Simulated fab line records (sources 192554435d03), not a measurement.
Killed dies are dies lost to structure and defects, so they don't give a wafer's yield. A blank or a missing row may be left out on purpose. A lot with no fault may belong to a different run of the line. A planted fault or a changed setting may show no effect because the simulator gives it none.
A struck lot beside a sound one	flow n5-finfet	39 steps out of a route of 1938
Sound: the wafers L847.2, L847.3, L847.6. Wafers struck: L866.3, L866.5, L866.6. The cause is given at the end.
Per side, at each step with rows, come the tool, then ch with its chambers, and then its first start. Under that, the readings that differ: sound wafers	struck wafers	difference of the means	sigmas: that difference in standard deviations of wafers without a fault.
alike: same words and numbers on both sides, and readings whose means sit less than 2 such deviations apart. not compared: any withheld reading, any reading some wafer has no value for, any bound like >300 that may hide the same value, and any number with overlapping values for which the record gives no deviation.
The two part at a step that has a row with sigmas, a row that says differs or no value, or rows on one side only. Numbers that don't overlap but have no deviation are shown without sigmas and don't part them. A reading that every wafer of one side lacks parts them only if that side has two wafers or more.

first, 10 steps without rows for these wafers: N5_GATE_CUT_ETCHBACK_00 (etches W in SF6/Cl2); N5_GATE_CUT_ETCH_56 (etches TiN in Cl2/Ar, target depth 21.6 nm); N5_GATE_CUT_ETCHBACK_30 (etches TiN in Cl2/Ar, target depth 3 nm); N5_GATE_CUT_VAPOR_ETCH_60 (etches HfO2 in BCl3/Cl2); N5_GATE_CUT_ETCH_58 (etches SiNx in CH3F/O2, target depth 17 nm, time 128.6 s); N5_GATE_CUT_STRIP_59 (strips in N2/H2, time 20 s); N5_GATE_CUT_PRECLEAN_31 (cleans in DIW, time 300 s); N5_GATE_CUT_SRD_32 (time 30 s); N5_GATE_CUT_SAC_CAP_01 (material SiNx, target thk 24 nm, pulse time 1 s, ald cycles 480); N5_GATE_CUT_PECVD_57 (deposits SiNx from SiH4/NH3/N2, target thk 21 nm).
N5_GATE_CUT_CMP_02: polishes, stops on SiO2, t overpolish 12.7 s, target thk 0 nm.
  sound on cmp-03 ch 1,2,3, day 4 20:37; struck on cmp-03 ch 0,1,3, day 9 11:16
  no value came back on the struck wafers for any of 6 readings (edge-zone-pressure-frac, head-pressure-psi (psi) and others); on the sound wafers edge-zone-pressure-frac reads 1.006 0.998 0.997
reading	sound	struck	difference	sigmas
model.SiNx_of_GATE_CUT_PECVD_57.thk-nm (nm)	0 0 0	21 21 20.6	+21	
model.SiNx_of_GATE_CUT_SAC_CAP_01.thk-nm (nm)	21.6 21.6 21.6	24 24 23.8	+2	
model.SiO2_flowable_of_ILD0_FCVD_FILL_01.thk-nm (nm)	116.4 116.6 116.8	118 117.6 117.6	+1	
then, 19 steps without rows for these wafers: N5_GATE_CUT_HM_DEP_46 (deposits SiO2 from TEOS/O2, target thk 130 nm, time 26.6 s); N5_GATE_CUT_COAT_34 (time 60 s, resist thk 60 nm); N5_GATE_CUT_COAT_35 (time 60 s, resist thk 10 nm); N5_GATE_CUT_COAT_27 (time 60 s, resist thk 10 nm); N5_GATE_CUT_COAT_07 (resist thk 30 nm); N5_GATE_CUT_EBR_09; N5_GATE_CUT_SOFTBAKE_08 (time 60 s); N5_GATE_CUT_EXPOSE_10 (exposes mask GATE CUT, target cd 20 nm); N5_GATE_CUT_PEB_11 (peb time 60 s); N5_GATE_CUT_DEVELOP_12 (develop time 30 s); N5_GATE_CUT_DESCUM_18 (chemistry O2, time 7 s); N5_GATE_CUT_ETCH_28 (etches underlayer in N2/H2, target depth 13 nm, time 10.4 s); N5_GATE_CUT_ETCH_36 (etches SiARC in CF4, target depth 13 nm, time 21.7 s); N5_GATE_CUT_ETCH_37 (etches SOC in N2/H2, target depth 60 nm, overetch 12 nm, time 90 s); N5_GATE_CUT_STRIP_38 (strips in N2/H2); N5_GATE_CUT_STRIP_39 (strips in N2/H2); N5_GATE_CUT_HM_OPEN_40 (chemistry C4F6/O2, target SiO2, target depth 139 nm, time 85.1 s); N5_GATE_CUT_STRIP_41 (strips in CF4); N5_GATE_CUT_STRIP_42 (strips in O2).
N5_GATE_CUT_ETCH_19: etches SiNx in CH3F/O2, target depth 53.7 nm, time 76.7 s.
  sound on rie-diel-06 ch 1,2, day 4 21:51; struck on rie-diel-01 ch 0,3, day 9 12:24
reading	sound	struck	difference	sigmas
drypump-motor-current-A (A)	5.96 5.92 5.94	5.06 5.66 5.05	-0.68	-2
etch-rf-on-time-s (s)	74.3 75.9 74.4	82.8 82.1 81.6	+7.3	+7
mfc-ar-sccm (sccm)	149.8 150.3 150.4	148.5 150.0 148.7	-1.1	-2
oes_f_703_au (a.u.)	0.98 0.83 0.98	0.81 0.76 0.82	-0.13	-2
oes-product-au (a.u.)	0.84 0.70 0.85	1.09 1.03 1.09	+0.27	+5
  alike: bias-w, rf-vpp-V, showerhead-plenum-p-Torr, throttle-valve-pct
  not compared: rf-hours-counter-h
then, 5 steps without rows for these wafers: N5_GATE_CUT_CUT_ETCH_53 (etches W in SF6/Cl2, target depth 79.2 nm); N5_GATE_CUT_CUT_ETCH_54 (etches TiN in Cl2/BCl3, target depth 96.7 nm); N5_GATE_CUT_CUT_ETCH_55 (etches HfO2 in BCl3, target depth 3.2 nm); N5_GATE_CUT_ETCH_47 (etches SiO2 in Cl2/BCl3, target depth 10 nm); N5_GATE_CUT_VAPOR_ETCH_48 (etches TiN in BCl3/Cl2).
N5_GATE_CUT_CMP_61: polishes, stops on SiNx, t overpolish 3 s.
  sound on cmp-04 ch 1,2,3, day 5 03:07; struck on cmp-01 ch 0,1,3, day 9 15:20
reading	sound	struck	difference	sigmas
model.SiNx_of_GATE_CUT_SAC_CAP_01.thk-nm (nm)	21.2 21.2 21.2	23.6 23.6 23.4	+2.3	
model.SiO2_flowable_of_ILD0_FCVD_FILL_01.thk-nm (nm)	115.8 116.2 116.4	117.6 117 117	+1.1	
  alike: edge-zone-pressure-frac, head-pressure-psi, motor-current-A, platen-rpm
N5_BEOL_M4_RC_MEAS_101:
  the record has rows for the sound wafers here (prober-01 ch 0, day 8 18:54) and none for the struck ones
-- record jumps: 9 days separate the struck wafers' starts on either side; left off in module BEOL_M4, taken up again in module PASSIVATION, whose first shown step is the route's number 1936 --
N5_PASSIVATION_PROBE_49:
  the record has rows for the struck wafers here (prober-02, day 18 13:09) and none for the sound ones

WHERE THEY PART
First at N5_GATE_CUT_CMP_02; last, within this record, at N5_PASSIVATION_PROBE_49.

WHY: whatever the simulator had introduced
Skipped step whole: cmp-03, from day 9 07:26 on, at N5_GATE_CUT_CMP_02. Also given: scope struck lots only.
